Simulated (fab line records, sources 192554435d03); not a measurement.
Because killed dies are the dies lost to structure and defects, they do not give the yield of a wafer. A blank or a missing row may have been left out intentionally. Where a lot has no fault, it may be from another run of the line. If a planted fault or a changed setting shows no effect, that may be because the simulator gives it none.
Split-lot experiment + flow n5Finfet + 7 lots, 21 wafers read, on a route of 1938 steps

== SPLIT DETAILS ==
At N5_BEOL_M15_ILD_DEP_00 (deposits SiO2 from TEOS/O2, target thk 1629.3 nm, time 346.1 s), the setting tempC was moved away from the recipe's 400 C on 9 of the 21 wafers read, by -1.6% to +1.2%. For the rest of the wafers, this setting stayed at what the recipe calls for.

No step appears in the file between the split and the reading.

== THE READING ==
M15_ILD_THK, in nm, at N5_BEOL_M15_THK_MEAS_01. Fault-free wafers of this fab line usually give 1627 nm, standard deviation 18 nm.

| wafer  | tool, chamber at the split | tempC as run, C | against the recipe | M15_ILD_THK, nm | against lot-mates on the recipe |
|--------|----------------------------|-----------------|--------------------|-----------------|---------------------------------|
| L077.1 | pecvd-01, 0                | 394.9           | -1.3%              | 1673            | +95                             |
| L077.2 | pecvd-01, 1                | 400             | recipe             | 1578            | -                               |
| L077.4 | pecvd-01, 2                | 394.9           | -1.3%              | 1698            | +120                            |
| L082.1 | pecvd-01, 0                | 394.2           | -1.5%              | 1696            | +70                             |
| L082.4 | pecvd-01, 1                | 400             | recipe             | 1612            | -                               |
| L082.5 | pecvd-01, 2                | 400             | recipe             | 1641            | -                               |
| L086.2 | pecvd-03, 1                | 400             | recipe             | 1621            | -                               |
| L086.5 | pecvd-03, 2                | 394.3           | -1.4%              | 1694            | +73                             |
| L086.6 | pecvd-03, 1                | 394.3           | -1.4%              | 1687            | +66                             |
| L085.1 | pecvd-03, 2                | 404.6           | +1.2%              | 1573            | -56                             |
| L085.3 | pecvd-03, 0                | 400             | recipe             | 1629            | -                               |
| L085.4 | pecvd-03, 2                | 404.6           | +1.2%              | 1602            | -27                             |
| L089.1 | pecvd-01, 1                | 400             | recipe             | 1624            | -                               |
| L089.3 | pecvd-01, 2                | 400             | recipe             | 1608            | -                               |
| L089.4 | pecvd-01, 0                | 400             | recipe             | 1657            | -                               |
| L092.2 | pecvd-03, 1                | 400             | recipe             | 1612            | -                               |
| L092.4 | pecvd-03, 2                | 393.6           | -1.6%              | 1722            | +110                            |
| L092.6 | pecvd-03, 0                | 393.6           | -1.6%              | 1718            | +106                            |
| L094.3 | pecvd-04, 1                | 400             | recipe             | 1648            | -                               |
| L094.5 | pecvd-04, 0                | 400             | recipe             | 1621            | -                               |
| L094.6 | pecvd-04, 1                | 400             | recipe             | 1630            | -                               |

FIT RESULTS
A straight line over all 21 wafers: M15_ILD_THK changes by -47.5 nm for each +1% of tempC; r = -0.91; the points scatter about the line by 19 nm.
The same after taking each lot's own level away (the mean of its wafers on the recipe; 21 wafers): -56.5 nm for each +1%; r = -0.93; scatter 19 nm.
That fit puts the effect of the largest move of tempC on the reading at 90 nm.
From 1578.0 to 1633.0 nm: that is the span of the lots' own levels, equal to 3.1 times the standard deviation above.
Hence the slope depends on the lot-to-lot level, as the two fits are not the same.
Check: +93.5 nm against its lot-mates is what the line predicts for one of the wafers moved furthest among these (-1.6%) when that wafer is left out of the fit. It came out at +110 nm against them.

== ADDITIONAL SPLITS CARRIED BY THESE WAFERS ==
Before the reading, these wafers also passed through other splits. Each is held against what the fit with the lots' levels taken away leaves over:
| other split on the same wafers | wafers away from the commonest value | r with M15_ILD_THK (lot level and that fit taken away) |
|--------------------------------|--------------------------------------|--------------------------------------------------------|
| N5_BEOL_M8_DESCUM_33 timeS     | 6                                    | -0.18                                                  |
| N5_BEOL_M10_ETCH_41 sourceW    | 4                                    | -0.37                                                  |
| N5_BEOL_M11_COAT_63 spinRpm    | 5                                    | -0.08                                                  |
| N5_BEOL_M11_COAT_64 spinRpm    | 3                                    | +0.10                                                  |
| N5_BEOL_M12_PEB_08 pebTimeS    | 5                                    | +0.32                                                  |
| N5_BEOL_M13_SPUTTER_44 powerW  | 5                                    | +0.04                                                  |
| N5_BEOL_M14_SPUTTER_43 powerW  | 7                                    | -0.11                                                  |

== THE WHOLE CHAIN: every reading that the file lists as answering this split, in the file's order ==
| step                    | what it does                                                   | reading                                                                            | change (the file's fit)              | r (the file's) |
|-------------------------|----------------------------------------------------------------|------------------------------------------------------------------------------------|--------------------------------------|----------------|
| N5_BEOL_M15_ILD_DEP_00  | deposits SiO2 from TEOS/O2, target thk 1629.3 nm, time 346.1 s | SiO2_of_BEOL_M15_ILD_DEP_00.thkNm (the simulator's own value, which no gauge read) | -58.2 nm for each +1% of the setting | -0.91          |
| N5_BEOL_M15_THK_MEAS_01 |                                                                | M15_ILD_THK                                                                        | -57.9 for each +1% of the setting    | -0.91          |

== FILE'S OWN FIT ==
M15_ILD_THK changes by -57.9 nm for each +1% of tempC, r = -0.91.
